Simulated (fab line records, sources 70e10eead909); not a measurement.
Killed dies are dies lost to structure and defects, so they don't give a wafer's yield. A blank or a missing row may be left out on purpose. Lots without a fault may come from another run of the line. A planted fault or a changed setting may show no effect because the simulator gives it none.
A struck lot beside a sound one | flow nand_harc | 14 steps out of a route of 1302
Sound: wafers L331.2, L331.4, L331.5. Struck: wafer L337.2. (L337.1, L337.4 of the same lot were not struck and are left out.) The cause comes at the end.
At each step with rows: each side's tool, then ch and its chambers, then its first start. Under that, the readings that differ: sound wafers | struck wafers | difference of the means | sigmas: that difference in standard deviations of wafers without a fault.
alike: readings whose means differ by less than 2 such deviations, and words and numbers that are the same on both sides. not compared: withheld readings, readings that some wafer has no value for, bounds like >300 that may hide the same value, and numbers for which the record gives no deviation and whose values overlap.
The two part at a step that has a row with sigmas, a row that says differs or no value, or rows on one side only. Numbers that don't overlap but have no deviation are shown without sigmas and don't part them. A reading that every wafer of one side lacks parts them only if that side has two wafers or more.

NHARC_A_DECK1_JOINT_ETCHBACK_00: etches the open film in HBr, target depth 30 nm, time 17.4 s.
  sound on rie_si-06 ch 0,1,2, day 13 08:22; struck on rie_si-01 ch 3, day 15 20:15
  reading               | sound             | struck | difference | sigmas
  oes_product_au (a.u.) | 1.016 0.996 0.993 | 0.965  | -0.037     | -2
  alike: drypump_motor_current_A, throttle_valve_pct
  not compared: rf_hours_counter_h
then, 8 steps without rows for these wafers: NHARC_A_DECK1_JOINT_PRECLEAN_30 (cleans in SC1); NHARC_A_DECK1_JOINT_SRD_31; NHARC_A_DECK1_JOINT_CVD_34 (deposits SiNx, target thk 20 nm); NHARC_A_DECK1_JOINT_DEP_06 (deposits SiOx, target thk 80 nm); NHARC_A_DECK1_JOINT_CURE_26 (time 32 s); NHARC_A_DECK1_JOINT_ANNEAL_27 (time 3600 s); NHARC_A_DECK1_JOINT_ANNEAL_28 (time 1800 s); NHARC_A_DECK1_JOINT_ANNEAL_29 (time 1800 s).
NHARC_A_DECK1_JOINT_CMP_02: polishes SiOx.
  sound on cmp-02 ch 0,2,3, day 14 05:14; struck on cmp-04 ch 0, day 16 20:21
  alike: motor_current_A
then, 1 step without rows for these wafers: NHARC_A_DECK1_JOINT_SRD_15.
NHARC_A_DECK1_JOINT_DEP_16: deposits SiO2, target thk 45 nm.
  sound on pecvd-04 ch 0,1,2, day 14 05:35; struck on pecvd-02 ch 1, day 16 20:44
  reading                   | sound             | struck | difference | sigmas
  mfc_precursor_sccm (sccm) | 160.6 162.0 161.6 | 118.8  | -42.6      | -80
  alike: heater_power_w, throttle_valve_pct
NHARC_A_DECK1_JOINT_THK_MEAS_17: measures by ellipsometry.
  sound on film_metro-02, day 14 05:50; struck on film_metro-01, day 16 21:01
  reading     | sound          | struck | difference | sigmas
  thk_nm (nm) | 44.6 46.9 45.7 | 34.6   | -11.1      | -9
NHARC_A_DECK1_JOINT_INSPECT_05:
  sound on defect_inspect-02, day 14 05:53; struck on defect_inspect-02, day 16 21:03
  reading          | sound       | struck | difference | sigmas
  raw_defect_count | 201 253 372 | 597    | +322       | +2

WHERE THEY PART
First at NHARC_A_DECK1_JOINT_ETCHBACK_00; last, within this record, at NHARC_A_DECK1_JOINT_INSPECT_05.

WHY: what the simulator had put in
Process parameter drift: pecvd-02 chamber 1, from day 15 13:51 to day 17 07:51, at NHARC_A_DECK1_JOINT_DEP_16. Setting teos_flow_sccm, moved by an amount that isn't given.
